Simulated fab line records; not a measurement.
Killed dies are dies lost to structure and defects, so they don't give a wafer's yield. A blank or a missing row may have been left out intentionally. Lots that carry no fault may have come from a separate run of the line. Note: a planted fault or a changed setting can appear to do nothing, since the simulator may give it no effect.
fab line records	flow nand-harc
[record] lots = 6	wafers = 18	last-day = 23
route steps=1159 shown A_SLIT@798 A_SIN_REMOVE@804 A_WL_FILL@809
lots that met no fault: from a run of the same line without faults
start-h: start of the lot's first displayed wafer, in hours after the record's first day	wait-h: hours elapsed since this lot's preceding step	" unchanged from the row above	L1.1+2: a row that stands for several wafers	- no value, or no start given	* or withheld: withheld	< > ~ a bound
route shown NAME@n: NAME is a module with steps in the file, n the number in the route of the first one	usual: the fault-free wafers' mean and standard deviation	same: alike in all rows	chamber/n: place in a boat	sites: readings site by site	_std_site: how widely they spread, as a standard deviation	_edge_site: mean of outer sites minus mean of inner sites	radius-mm: how far each site lies from the wafer's centre	mask NAME#n: copy n	behind: tool/chamber where the wafer was last shaped	hold: why the lot was held/for how many hours/how that ended	device: the n, p or np transistor that did not switch	end of line: the same wafers' tests at the end of the route	a step without rows: its recipe alone	killed: dies that structure and defects cost at the first sort, which is not the same as the wafer's yield	map: a wafer's dies, x killed, . not, _ none there
set.NAME: setting as actually run; set.NAME@STEP: the setting as run at that earlier step	model.NAME: the simulator's own value behind a step, which no gauge read
lots at selected steps of the route; one table per step, one row per wafer
services: a tool's chamber out of use, with start hour (start-h, from the record's first day; less than 0 if before it), hours out, and reason
[[steps]]
[step NHARC_A_SLIT_STRIP_28]
[recipe] o2-flow-sccm = 400	cos-flow-sccm = 20	ar-flow-sccm = 0	bias-w = 0	chemistry = O2/COS
[step NHARC_A_SLIT_ETCH_29]
[recipe] target-depth-a = 1000	overetch-a = 100	time-s = 55	ion-energy-ev = 100	cf4-flow-sccm = 80	o2-flow-sccm = 20	ar-flow-sccm = 0	rf-w = 300	bias-w = 100	chemistry = CF4/O2
[usual] drypump-motor-current-A = 5.9/0.46	oes-product-au = 0.996/0.016	rf-vpp-V = 198.0/1.6	showerhead-plenum-p-Torr = 1.35/0.064	throttle-valve-pct = 13.397/0.0086
lot.wafer	tool	chamber	start-h	wait-h	drypump-motor-current-A	oes-product-au	rf-hours-counter-h	rf-vpp-V	showerhead-plenum-p-Torr	throttle-valve-pct
L334.1	rie-diel-10	0	330.68	0.1	6.0	0.990	11	195.5	1.27	13.407
L334.4	"	2	"	"	5.9	0.994	10	201.0	1.42	13.394
L334.6	"	3	"	"	6.6	1.001	-	196.5	1.31	13.385
L338.1	rie-diel-13	3	353.88	0.1	6.2	0.996	4	197.6	1.26	13.413
L338.4	"	0	"	"	5.4	0.979	5	198.5	1.37	13.390
L338.5	"	2	"	"	5.5	0.996	-	200.7	1.42	13.397
L346.3	rie-diel-13	3	391.65	0.1	6.1	0.985	7	196.8	1.26	13.399
L346.1	"	0	"	"	5.4	0.969	8	198.8	1.36	13.388
L346.6	"	2	"	"	5.4	0.997	-	198.2	1.42	13.400
L349.2	rie-diel-10	3	413.71	0.1	6.6	1.013	3	198.6	1.31	13.407
L349.4	"	2	"	"	5.8	0.992	3	198.6	1.42	13.388
L349.5	"	0	"	"	6.0	0.981	-	197.0	1.27	13.393
L352.4	rie-diel-13	2	419.04	0.1	5.4	0.988	10	198.2	1.42	13.395
L352.3	"	3	"	"	6.1	0.988	10	194.8	1.26	13.408
L352.5	"	1	"	"	6.3	0.999	-	198.1	1.43	13.397
L355.1	rie-diel-10	0	448.89	0.1	6.0	1.000	6	196.7	1.27	13.395
L355.3	"	2	"	"	5.8	0.996	5	198.3	1.42	13.391
L355.6	"	0	"	"	6.0	0.997	-	196.7	1.27	13.409
[step NHARC_A_SLIT_STRIP_18]
[recipe] o2-flow-sccm = 500	ar-flow-sccm = 0	bias-w = 0	chemistry = O2
[usual] drypump-motor-current-A = 5.9/0.47	oes-product-au = 0.997/0.018	rf-vpp-V = 57.7/0.99	showerhead-plenum-p-Torr = 3.56/0.16	throttle-valve-pct = 17.036/0.0093
lot.wafer	tool	chamber	start-h	wait-h	drypump-motor-current-A	oes-product-au	rf-hours-counter-h	rf-vpp-V	showerhead-plenum-p-Torr	throttle-valve-pct
L334.1	rie-diel-10	1	-	-	5.2	0.993	10	59.0	3.62	17.065
L334.4	"	2	"	"	5.8	1.005	10	58.4	3.75	17.031
L334.6	"	0	"	"	6.0	0.982	-	57.0	3.36	17.051
L338.1	rie-diel-13	0	-	-	5.4	0.977	5	58.1	3.60	17.048
L338.4	"	1	"	"	6.3	0.996	6	57.6	3.76	17.028
L338.5	"	0	"	"	5.4	0.982	-	59.0	3.60	17.041
L346.3	rie-diel-13	3	-	-	6.2	0.986	7	57.7	3.34	17.043
L346.1	"	1	"	"	6.3	1.012	9	57.8	3.76	17.057
L346.6	"	0	"	"	5.4	0.989	-	58.7	3.60	17.042
L349.4	rie-diel-10	3	-	-	6.6	1.024	3	57.0	3.46	17.044
L349.2	"	1	"	"	5.3	1.008	4	57.7	3.62	17.039
L349.5	"	3	"	"	6.7	1.017	-	58.5	3.46	17.049
L352.3	rie-diel-13	0	-	-	5.4	0.970	10	58.0	3.60	17.030
L352.4	"	1	"	"	6.3	0.988	11	58.3	3.76	17.038
L352.5	"	2	"	"	5.5	0.992	-	58.2	3.75	17.028
L355.1	rie-diel-10	3	-	-	6.7	1.030	5	57.6	3.45	17.044
L355.3	"	1	"	"	5.2	1.014	6	57.7	3.62	17.031
L355.6	"	3	"	"	6.7	1.028	-	57.3	3.45	17.032
[step NHARC_A_SLIT_PRECLEAN_19]
[recipe] time-s = *	temp-c = 50	bath-age-min = 0	chemistry = SC1
[step NHARC_A_SLIT_SRD_20]
[step NHARC_A_SLIT_CD_MEAS_21]
[usual] cd-nm = 289.6/0.9
lot.wafer	tool	chamber	start-h	wait-h	cd-nm
L334.1	cd-sem-01	-	331.23	-	287.9
L334.4	"	-	"	"	290.3
L334.6	"	-	"	"	287.4
L338.1	cd-sem-03	-	354.44	0.1	290.2
L338.4	"	-	"	"	289.9
L338.5	"	-	"	"	289.5
L346.1	cd-sem-01	-	392.18	-	290.4
L346.3	"	-	"	"	290.6
L346.6	"	-	"	"	291.0
L349.2	cd-sem-02	-	414.26	-	290.3
L349.4	"	-	"	"	289.6
L349.5	"	-	"	"	289.9
L352.3	cd-sem-02	-	419.57	-	288.2
L352.4	"	-	"	"	287.3
L352.5	"	-	"	"	287.6
L355.1	cd-sem-02	-	449.44	-	290.5
L355.3	"	-	"	"	290.3
L355.6	"	-	"	"	290.5
[step NHARC_A_SIN_REMOVE_WET_00]
[recipe] temp-c = 160	time-s = 15300	chemistry = H3PO4
[step NHARC_A_SIN_REMOVE_PRECLEAN_01]
[recipe] time-s = *	temp-c = 50	bath-age-min = 0	chemistry = SC1
[step NHARC_A_SIN_REMOVE_SRD_02]
[step NHARC_A_SIN_REMOVE_INSPECT_04]
[usual] raw-defect-count = 280/75
lot.wafer	tool	chamber	start-h	wait-h	raw-defect-count
L334.1	defect-inspect-01	-	338.94	0.0	185
L334.4	"	-	"	"	205
L334.6	"	-	"	"	215
L338.1	defect-inspect-02	-	360.37	0.0	297
L338.4	"	-	"	"	455
L338.5	"	-	"	"	233
L346.1	defect-inspect-01	-	399.92	0.0	267
L346.3	"	-	"	"	304
L346.6	"	-	"	"	288
L349.2	defect-inspect-01	-	422.01	0.0	360
L349.4	"	-	"	"	238
L349.5	"	-	"	"	303
L352.3	defect-inspect-02	-	427.26	0.0	225
L352.4	"	-	"	"	205
L352.5	"	-	"	"	295
L355.1	defect-inspect-02	-	457.15	0.0	239
L355.3	"	-	"	"	367
L355.6	"	-	"	"	287
[step NHARC_A_WL_FILL_ALD_00]
[recipe] target-thk-a = 30	pulse-time-s = 3	ald-cycles = 30	temp-c = 300	material = Al2O3
[usual] heater-power-w = 433/51	precursor-pulse-height-rel = 1.003/0.018
lot.wafer	tool	chamber	start-h	wait-h	heater-power-w	precursor-pulse-height-rel
L334.1	ald-hk-02	1	339.03	0.1	533	1.005
L334.4	"	2	"	"	398	1.015
L334.6	"	1	"	"	542	0.984
L338.1	ald-hk-02	0	360.65	0.3	387	0.974
L338.4	"	1	"	"	552	0.992
L338.5	"	3	"	"	373	1.016
L346.3	ald-hk-04	0	400.18	0.3	457	1.018
L346.1	"	1	"	"	428	0.990
L346.6	"	0	"	"	467	0.977
L349.2	ald-hk-02	3	422.08	0.1	381	0.993
L349.4	"	0	"	"	404	0.992
L349.5	"	3	"	"	389	0.992
L352.4	ald-hk-02	2	427.32	0.1	404	1.026
L352.3	"	0	"	"	392	0.979
L352.5	"	2	"	"	395	1.035
L355.3	ald-hk-01	1	457.21	0.1	414	1.005
L355.1	"	3	"	"	470	1.018
L355.6	"	2	"	"	461	1.029
[step NHARC_A_WL_FILL_RTA_01]
[recipe] temp-c = 1000	time-s = 5
[usual] anneal-temp-c-max = 1004.4/1.2	lamp-power-pct = 30.50/0.1	wafer_temp_C_max = 1004.7/1.3
lot.wafer	tool	chamber	start-h	wait-h	anneal-temp-c-max	lamp-power-pct	wafer_temp_C_max
L334.1	rtp-anneal-02	0	339.27	-	1006.4	30.39	1003.0
L334.4	"	0	"	"	1006.7	30.38	1003.5
L334.6	"	0	"	"	1005.9	30.43	1003.6
L338.1	rtp-anneal-01	0	360.86	-	1003.9	30.61	1005.2
L338.4	"	0	"	"	1004.1	30.61	1004.8
L338.5	"	0	"	"	1003.3	30.57	1003.8
L346.1	rtp-anneal-01	-	400.44	-	-	-	-
L346.3	"	-	"	"	-	-	-
L346.6	"	-	"	"	-	-	-
L349.2	rtp-anneal-01	-	422.36	-	-	-	-
L349.4	"	-	"	"	-	-	-
L349.5	"	-	"	"	-	-	-
L352.3	rtp-anneal-02	0	427.64	-	1004.5	30.45	1003.5
L352.4	"	0	"	"	1004.8	30.45	1003.6
L352.5	"	0	"	"	1006.3	30.39	1003.7
L355.1	rtp-anneal-02	0	457.48	-	1005.4	30.39	1003.4
L355.3	"	0	"	"	1005.6	30.42	1003.9
L355.6	"	0	"	"	1004.0	30.41	1004.7
[step NHARC_A_WL_FILL_ALD_02]
[recipe] target-thk-a = 20	pulse-time-s = 3	ald-cycles = 100	temp-c = 450	material = TiN
[usual] heater-power-w = 1055/85	precursor-pulse-height-rel = 1.000/0.022
lot.wafer	tool	chamber	start-h	wait-h	heater-power-w	precursor-pulse-height-rel
L334.4	ald-metal-02	2	339.49	0.1	1018	1.036
L334.1	"	3	"	"	1047	1.023
L334.6	"	3	"	"	1035	1.010
L338.4	ald-metal-04	3	361.08	0.1	1194	1.016
L338.1	"	0	"	"	994	0.977
L338.5	"	3	"	"	1194	0.978
L346.3	ald-metal-02	2	400.66	0.1	1060	0.985
L346.1	"	1	"	"	1139	1.030
L346.6	"	3	"	"	1034	1.027
L349.2	ald-metal-04	2	422.59	0.2	1136	0.987
L349.4	"	0	"	"	973	1.038
L349.5	"	2	"	"	1117	1.003
L352.4	ald-metal-04	2	427.84	0.1	1145	1.001
L352.3	"	0	"	"	969	0.999
L352.5	"	1	"	"	974	1.023
L355.1	ald-metal-03	1	457.74	0.2	1145	1.001
L355.3	"	2	"	"	910	0.989
L355.6	"	1	"	"	1082	1.016
[[services]]
tool	chamber	start-h	hours	kind
rie-diel-10	0	308.12	-	clean
rie-diel-10	1	308.12	-	clean
rie-diel-10	2	308.12	-	clean
rie-diel-10	3	308.12	-	clean
rie-diel-13	0	309.50	-	clean
rie-diel-13	1	309.50	-	clean
rie-diel-13	2	309.50	-	clean
rie-diel-13	3	309.50	-	clean
ald-metal-03	-	322.00	10.0	pm
rie-diel-10	0	332.62	-	clean
rie-diel-10	1	332.62	-	clean
rie-diel-10	2	332.62	-	clean
rie-diel-13	-	338.46	0.8	repair
rie-diel-10	-	353.50	9.0	pm
ald-metal-02	-	364.00	10.0	pm
ald-hk-04	-	370.48	10.0	pm
ald-metal-02	-	380.48	1.1	repair
rie-diel-10	-	385.86	0.3	repair
ald-metal-04	1	395.67	25.9	repair
rie-diel-13	0	395.96	3.3	repair
ald-metal-04	-	406.00	10.0	pm
ald-hk-01	-	409.34	10.0	pm
rie-diel-10	2	440.87	4.6	repair
rie-diel-13	-	453.00	9.0	pm
[[key]]
[first-sign] step = NHARC_A_WL_FILL_RTA_01	reading = tool-record	direction = missing
effect none on later readings
met-at NHARC_A_WL_FILL_RTA_01
struck-wafers L346.1,L346.3,L346.6,L349.2,L349.4,L349.5
later-rows-left-out L346.1,L346.3,L346.6,L349.2,L349.4,L349.5
sort-left-out L346.1,L346.3,L346.6,L349.2,L349.4,L349.5
tester-left-out L346,L349
onset-between 360.86 400.44
[fault] kind = skipped-step-whole	tool = rtp-anneal-01	chamber = -	onset-h = 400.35	steps = NHARC_A_WL_FILL_RTA_01	scope = struck-lots-only
// tester-left-out: of these lots the tester's yield and bins aren't shown, on N5 and GAA mostly nor the transistor test; their killed dies are dies lost to structure and defects alone, not to doping, threshold or leakage, so they don't give the yield
// sort-left-out: the simulated sort isn't trusted on such a fault, so these wafers' sort isn't shown, and their yield isn't known
// later-rows-left-out: the simulator's readings of these wafers behind a module that went badly wrong aren't trusted and aren't shown, but for the sort
